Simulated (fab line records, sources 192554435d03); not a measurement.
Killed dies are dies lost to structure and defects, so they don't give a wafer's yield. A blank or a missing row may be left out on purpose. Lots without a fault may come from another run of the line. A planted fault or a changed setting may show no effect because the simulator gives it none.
fab line records | flow n5_finfet
record lots=11 wafers=31 last_day=17
route steps=1938 shown MOL_CONTACT_COAG@624 MIM_TOP_ETCH@1851 PASSIVATION@1909
lots that met no fault: from a run of the same line without faults
start_h: hours from the record's first day to the start of the lot's first wafer shown | wait_h: hours since the lot's step before | " the same as in the row above | L1.1+2: a row that stands for several wafers | - no value, or no start given | * or withheld: withheld | < > ~ a bound
route shown NAME@n: a module of which the file shows steps, and the number in the route of the first | usual: mean/standard deviation of fault-free wafers | same: alike in all rows | chamber/n: place in a boat | sites: the reading at each site | _std_site: their standard deviation | _edge_site: outer sites' mean less inner sites' | radius_mm: how far each site lies from the wafer's centre | mask NAME#n: copy n | behind: the tool/chamber that last shaped the wafer | hold: why the lot was held/for how many hours/how that ended | device: the transistor (n, p or np) that didn't switch | end of line: the same wafers' tests at the end of the route | a step without rows: its recipe alone | killed: dies lost to structure and defects at the first sort, not the wafer's yield | map: a wafer's dies, x killed, . not, _ none there
set.NAME: the setting as run; set.NAME@STEP: as run at that earlier step | model.NAME: the simulator's own value behind a step, which no gauge read
steps of the route over a sample of lots; a table a step, a row a wafer
services: from which hour (start_h, from the record's first day; less than 0 if before it) a tool's chamber was out of use, for how many hours, and why
## steps
# step N5_MOL_CONTACT_COAG_CVD_140
# recipe material=W target_thk_a=665 mode=selective_fill temp_c=300 time_s=215
# usual heater_power_w=439/76
# columns lot.wafer tool chamber start_h wait_h heater_power_w
L816.4 cvd_w-01 0 104.81 0.1 368
L816.5 " 0 " " 352
L816.6 " 1 " " 433
L817.2 cvd_w-02 0 114.54 0.1 392
L817.3 " 1 " " 558
L817.4 " 0 " " 393
L818.1 cvd_w-01 0 118.52 0.1 356
L818.3 " 1 " " 423
L818.4 " 0 " " 358
L819.2 cvd_w-01 0 120.62 0.1 361
L819.4 " 1 " " 432
L819.5 " 1 " " 429
L820.1 cvd_w-01 0 132.46 0.1 360
L820.4 " 1 " " 436
L821.2 cvd_w-02 1 133.75 0.1 552
L821.3 " 0 " " 395
L821.5 " 1 " " 568
L825.1 cvd_w-01 1 161.02 0.1 430
L825.2 " 0 " " 371
L825.5 " 1 " " 444
L830.3 cvd_w-02 0 186.57 0.1 391
L830.5 " 1 " " 561
L830.6 " 0 " " 406
L837.1 cvd_w-01 1 226.28 0.1 431
L837.5 " 0 " " 369
L838.1 cvd_w-01 1 233.40 0.1 433
L838.2 " 0 " " 363
L838.6 " 0 " " 372
L839.1 cvd_w-01 1 238.09 0.1 428
L839.3 " 1 " " 439
L839.5 " 0 " " 379
# step N5_MIM_TOP_ETCH_ETCH_00
# recipe chemistry=Cl2/BCl3 target=TiN target_depth_a=385 ion_energy_ev=150 pressure_mtorr=10 icp_w=1000 bias_w=126 Cl2_flow_sccm=53.25 bcl3_flow_sccm=21.75 Ar_flow_sccm=25
# usual bcl3_flow_sccm=21.74/0.067 drypump_motor_current_A=5.59/0.18 oes_product_au=0.80/0.11 throttle_valve_pct=22.74/0.15
# columns lot.wafer tool chamber start_h wait_h bcl3_flow_sccm drypump_motor_current_A oes_product_au rf_hours_counter_h throttle_valve_pct
L816.4 rie_metal-01 0 238.38 0.1 21.77 5.36 0.81 - 22.65
L816.5 " 1 " " 21.69 5.66 0.69 - 22.63
L816.6 " 0 " " 21.76 5.38 0.80 - 22.64
L817.2 rie_metal-02 0 261.39 0.1 21.69 5.84 0.84 17 22.89
L817.3 " 1 " " 21.89 5.64 0.60 - 23.18
L817.4 " 0 " " 21.71 5.87 0.84 - 22.89
L819.2 rie_metal-01 0 261.52 0.1 21.80 5.31 0.80 41 22.64
L819.4 " 0 " " 21.70 5.33 0.79 - 22.64
L819.5 " 0 " " 21.70 5.32 0.80 - 22.65
L818.1 rie_metal-02 0 266.76 0.1 21.81 5.86 0.84 18 22.89
L818.3 " 0 " " 21.70 5.86 0.83 - 22.88
L818.4 " 0 " " 21.68 5.85 0.84 - 22.90
L820.1 rie_metal-03 0 276.75 0.1 21.80 5.51 0.60 124 23.08
L820.4 " 0 " " 21.71 5.50 0.60 - 23.09
L821.2 rie_metal-01 0 297.85 0.1 21.56 5.30 0.79 44 22.67
L821.3 " 1 " " 21.71 5.66 0.69 - 22.66
L821.5 " 0 " " 21.59 5.33 0.78 - 22.67
L825.1 rie_metal-01 1 313.62 0.1 21.70 5.65 0.68 84 22.65
L825.2 " 0 " " 21.77 5.33 0.79 46 22.66
L825.5 " 1 " " 21.80 5.63 0.68 - 22.66
L830.3 rie_metal-01 1 342.01 0.1 21.74 5.66 0.68 - 22.65
L830.5 " 1 " " 21.72 5.62 0.68 - 22.65
L830.6 " 0 " " 21.78 5.32 0.79 - 22.66
L837.1 rie_metal-01 0 388.81 0.1 21.77 5.32 0.77 51 22.68
L837.5 " 1 " " 21.82 5.66 0.67 - 22.67
L838.1 rie_metal-01 0 404.42 0.1 21.78 5.34 0.76 53 22.66
L838.2 " 1 " " 21.79 5.66 0.66 91 22.66
L838.6 " 0 " " 21.84 5.36 0.77 - 22.69
L839.1 rie_metal-02 1 404.66 0.1 21.73 5.66 0.90 10 22.58
L839.3 " 1 " " 21.72 5.65 0.89 - 22.56
L839.5 " 1 " " 21.82 5.65 0.89 - 22.57
# step N5_PASSIVATION_AL_ETCH_33
# recipe chemistry=Cl2/BCl3 target_depth_a=28000 over_etch_frac=0.15 Cl2_flow_sccm=180 bcl3_flow_sccm=60 target=Al stop_on=TaN time_s=466.7 ion_energy_ev=100 pressure_mtorr=10 icp_w=900 bias_w=100
# usual bcl3_flow_sccm=60.01/0.18 drypump_motor_current_A=5.62/0.17 oes_product_au=0.73/0.1 throttle_valve_pct=34.38/0.25
# columns lot.wafer tool chamber start_h wait_h bcl3_flow_sccm drypump_motor_current_A oes_product_au rf_hours_counter_h throttle_valve_pct
L816.4 rie_metal-02 1 243.36 0.2 59.82 5.64 0.55 - 34.85
L816.5 " 1 " " 59.76 5.65 0.55 - 34.85
L816.6 " 0 " " 60.14 5.88 0.78 - 34.53
L819.2 rie_metal-01 1 265.65 0.1 59.83 5.66 0.60 80 34.12
L819.4 " 1 " " 59.95 5.66 0.61 - 34.10
L819.5 " 0 " " 60.15 5.33 0.70 - 34.32
L817.2 rie_metal-03 0 266.61 0.2 60.17 5.51 0.55 - 34.72
L817.3 " 0 " " 59.94 5.50 0.55 - 34.72
L817.4 " 0 " " 59.96 5.52 0.55 - 34.70
L818.1 rie_metal-03 0 272.26 0.1 60.11 5.51 0.54 123 34.73
L818.3 " 0 " " 59.82 5.52 0.54 - 34.73
L818.4 " 0 " " 60.26 5.51 0.55 - 34.75
L820.1 rie_metal-02 0 281.45 0.1 60.08 5.87 0.75 20 34.53
L820.4 " 0 " " 60.10 5.89 0.76 - 34.51
L821.2 rie_metal-02 0 303.34 0.1 60.05 5.88 0.74 23 34.56
L821.3 " 0 " " 59.80 5.86 0.75 - 34.52
L821.5 " 1 " " 60.15 5.66 0.86 - 34.08
L825.1 rie_metal-01 0 318.27 0.1 59.92 5.35 0.69 46 34.31
L825.2 " 1 " " 60.26 5.66 0.60 84 34.12
L825.5 " 1 " " 60.30 5.68 0.60 - 34.10
L830.3 rie_metal-03 0 350.52 0.2 59.68 5.52 0.85 - 34.20
L830.5 " 0 " " 59.66 5.52 0.86 - 34.24
L830.6 " 1 " " 60.19 5.62 0.83 - 34.68
L837.1 rie_metal-01 0 393.12 0.1 59.82 5.36 0.67 52 34.36
L837.5 " 1 " " 59.75 5.66 0.59 - 34.12
L838.1 rie_metal-03 1 409.96 0.1 60.05 5.61 0.80 12 34.66
L838.2 " 0 " " 60.09 5.54 0.82 10 34.26
L838.6 " 1 " " 60.15 5.61 0.79 - 34.67
L839.1 rie_metal-02 0 410.85 0.1 60.36 5.89 0.73 33 34.51
L839.3 " 0 " " 60.10 5.86 0.72 - 34.52
L839.5 " 1 " " 60.04 5.65 0.79 - 34.06
# step N5_PASSIVATION_STRIP_48
# recipe chemistry=O2 power_w=600 temp_c=60 pressure_mtorr=30 rf_frequency_hz=6e+07 bias_power_w=0 overash_fraction=0.5 o2_flow_sccm=225
# usual drypump_motor_current_A=5.7/0.52 oes_product_au=0.81/0.065 rf_vpp_V=3.8/2.3 showerhead_plenum_p_Torr=2.10/0.084 throttle_valve_pct=16.63/0.17
# columns lot.wafer tool chamber start_h wait_h drypump_motor_current_A oes_product_au rf_hours_counter_h rf_vpp_V showerhead_plenum_p_Torr throttle_valve_pct
L816.4 rie_diel-01 3 245.89 0.0 5.7 0.83 - 2.9 2.03 16.76
L816.5 " 2 " " 6.4 0.91 - 1.5 2.04 16.47
L816.6 " 1 " " 5.3 0.67 - 2.8 2.07 16.86
L819.2 rie_diel-06 0 267.85 0.1 5.3 0.80 49 0.3 2.24 16.77
L819.4 " 1 " " 6.5 0.74 139 0 2.01 16.71
L819.5 " 3 " " 5.0 0.81 - 1.7 2.19 16.59
L817.2 rie_diel-01 3 269.61 0.1 5.7 0.79 76 4.0 2.03 16.70
L817.3 " 1 " " 5.2 0.67 254 3.3 2.07 16.92
L817.4 " 3 " " 5.7 0.77 - 2.2 2.03 16.79
L818.1 rie_diel-02 3 275.88 0.3 4.8 0.80 112 0.0 2.02 16.85
L818.3 " 3 " " 4.7 0.77 - 6.5 2.02 16.80
L818.4 " 0 " " 5.9 0.76 - 3.7 2.11 16.26
L820.1 rie_diel-02 1 284.32 0.1 5.6 0.78 94 3.0 2.12 16.53
L820.4 " 3 " " 4.8 0.81 - 5.6 2.02 16.77
L821.2 rie_diel-01 3 305.81 0.1 5.7 0.78 88 9.8 2.03 16.74
L821.3 " 1 " " 5.3 1.00 4 3.8 2.06 16.46
L821.5 " 2 " " 6.4 0.83 - 4.5 2.03 16.42
L825.1 rie_diel-02 1 321.11 0.1 5.6 0.76 111 5.3 2.11 16.49
L825.2 " 0 " " 5.9 0.78 102 3.8 2.10 16.34
L825.5 " 1 " " 5.6 0.77 - 9.6 2.11 16.51
L830.3 rie_diel-01 2 352.95 0.1 6.4 0.87 63 4.3 2.02 16.53
L830.5 " 0 " " 6.0 0.90 - 4.3 2.22 16.48
L830.6 " 3 " " 5.7 0.80 - 7.0 2.02 16.74
L837.1 rie_diel-01 2 395.44 0.1 6.4 0.82 77 4.2 2.02 16.53
L837.5 " 1 " " 5.3 0.91 - 9.0 2.05 16.53
L838.1 rie_diel-06 3 412.33 0.1 5.3 0.77 127 4.2 2.17 16.69
L838.2 " 1 " " 6.7 0.72 188 2.4 1.99 16.80
L838.6 " 3 " " 5.2 0.78 - 3.1 2.18 16.64
L839.1 rie_diel-01 2 413.18 0.1 6.4 0.80 85 0.8 2.02 16.52
L839.3 " 1 " " 5.3 0.87 41 1.7 2.05 16.56
L839.5 " 2 " " 6.4 0.86 - 1.0 2.02 16.55
# step N5_PASSIVATION_PROBE_49
# usual defect_limited_yield=91.5/1.6 killed_at_M0_to_M3=33/10 killed_at_M4_up=13/5.6 killed_at_contacts=13/6 killed_at_front_end=39/12 killed_at_other=3.0/2.8 killed_dies=101/19 killed_open=65/13 killed_short=32/8.3 sort_bin_5_function=5.0/1 sort_bin_6_memory=3.1/0.69 sort_n_pass=1079/19 sort_yield_pct=91.5/1.6
# same gross_dies=1180 killed_at_back_side=0 sort_bin_4_leakage[%]=0 sort_bin_8_speed[%]=0
# columns lot.wafer tool chamber start_h wait_h defect_limited_yield[%] killed_at_M0_to_M3 killed_at_M4_up killed_at_contacts killed_at_front_end killed_at_other killed_dies killed_open killed_short sort_bin_5_function[%] sort_bin_6_memory[%] sort_n_pass sort_yield_pct[%]
L820.1 prober-02 - 286.85 0.0 90.8 54 8 7 36 3 108 62 43 4.6 4.3 1072 90.8
L820.4 prober-02 - 287.00 0.2 78.6 35 32 144 36 5 252 74 44 13.1 4.7 928 78.6
L825.1 prober-02 - 323.61 0.0 81.1 44 15 140 21 3 223 65 28 12.1 4.1 957 81.1
L825.2 prober-02 - 323.66 0.1 86.9 66 23 15 47 4 155 89 62 7.2 5.0 1025 86.9
L825.5 prober-02 - 323.81 0.2 79.5 37 11 153 41 0 242 75 42 13.1 4.6 938 79.5
# killed by level:class
L820.1 BEOL_M0_SAQP:geometric_particle:open=17 BEOL_M0_SAQP:geometric_particle:short=15 BEOL_M1:geometric_particle:open=7 STARTING-WAFER:geometric_particle:open=6 BEOL_M2:geometric_particle:open=6 STI_FIN_REVEAL:geometric_particle:open=4 DUMMY_GATE:geometric_particle:open=4 MOL_CONTACT_COAG:geometric_particle:open=4
L820.4 MOL_CONTACT_COAG:unspecified=131 BEOL_M4:geometric_particle:open=15 BEOL_M0_SAQP:geometric_particle:short=11 BEOL_M2:geometric_particle:open=11 MOL_CONTACT_COAG:geometric_particle:open=8 STI_FIN_REVEAL:geometric_particle:open=6 BEOL_M0_SAQP:geometric_particle:open=6 MOL_CONTACT_COAG:geometric_particle:short=5
L825.1 MOL_CONTACT_COAG:unspecified=130 BEOL_M3:geometric_particle:open=11 MOL_CONTACT_COAG:geometric_particle:open=10 FIN_SAQP:geometric_particle:open=8 BEOL_M4:geometric_particle:open=8 BEOL_M0_SAQP:geometric_particle:short=7 BEOL_M0:geometric_particle:open=7 BEOL_M2:geometric_particle:open=6
L825.2 BEOL_M0_SAQP:geometric_particle:short=20 FIN_SAQP:geometric_particle:short=19 BEOL_M0_SAQP:geometric_particle:open=19 MOL_CONTACT_COAG:geometric_particle:open=15 BEOL_M4:geometric_particle:open=14 FIN_SAQP:geometric_particle:open=13 BEOL_M3:geometric_particle:open=7 DUMMY_GATE:geometric_particle:open=5
L825.5 MOL_CONTACT_COAG:unspecified=123 MOL_CONTACT_COAG:geometric_particle:open=21 BEOL_M0_SAQP:geometric_particle:open=11 FIN_SAQP:geometric_particle:open=11 BEOL_M0_SAQP:geometric_particle:short=11 FIN_SAQP:geometric_particle:short=9 MOL_CONTACT_COAG:geometric_particle:short=8 BEOL_M0:geometric_particle:open=5
## services
# columns tool chamber start_h hours kind
rie_diel-06 2 83.58 4.7 repair
rie_diel-02 2 92.12 3.4 repair
rie_metal-02 1 99.28 7.9 repair
rie_diel-06 - 104.51 28.1 pm
cvd_w-01 0 138.30 4.5 repair
rie_diel-02 0 145.20 4.2 repair
rie_metal-03 0 161.49 16.5 repair
cvd_w-02 - 189.66 2.8 pm
rie_diel-06 3 219.51 1.4 repair
rie_diel-02 1 259.35 18.6 repair
rie_metal-02 1 261.93 - clean
rie_metal-02 1 261.93 24.4 scheduled_down
rie_metal-02 1 261.93 24.4 vent_cycle
cvd_w-01 1 297.59 7.7 repair
cvd_w-01 0 314.69 13.7 repair
cvd_w-02 - 318.00 14.0 pm
rie_diel-02 3 329.31 13.5 repair
cvd_w-01 - 344.89 1.6 repair
cvd_w-01 1 347.05 1.9 repair
rie_diel-06 - 358.14 0.3 repair
rie_diel-01 1 368.16 6.0 repair
rie_metal-03 0 374.71 4.0 repair
rie_diel-02 1 382.68 3.1 repair
rie_diel-01 3 400.26 16.0 repair
## key
first_sign step=N5_PASSIVATION_PROBE_49 reading=killed_at_contacts direction=up sigmas=22 usual=13 struck=146
effect step=N5_PASSIVATION_PROBE_49 reading=defect_limited_yield direction=down sigmas=7.3 usual=91.5 struck=79.7
more_kills_born_at N5_MOL_CONTACT_COAG_CVD_140@cvd_w-01=383
met_at N5_MOL_CONTACT_COAG_CVD_140
struck_lots L820,L825
struck_wafers L820.4,L825.1,L825.5
not_acting_at N5_MIM_TOP_ETCH_ETCH_00,N5_PASSIVATION_AL_ETCH_33,N5_PASSIVATION_STRIP_48
onset_between 120.62 132.46
fault kind=chamber_particle_source tool=cvd_w-01 chamber=1 onset_h=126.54 steps=N5_MOL_CONTACT_COAG_CVD_140 rate_per_visit_cm2=1.1031 end_h=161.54
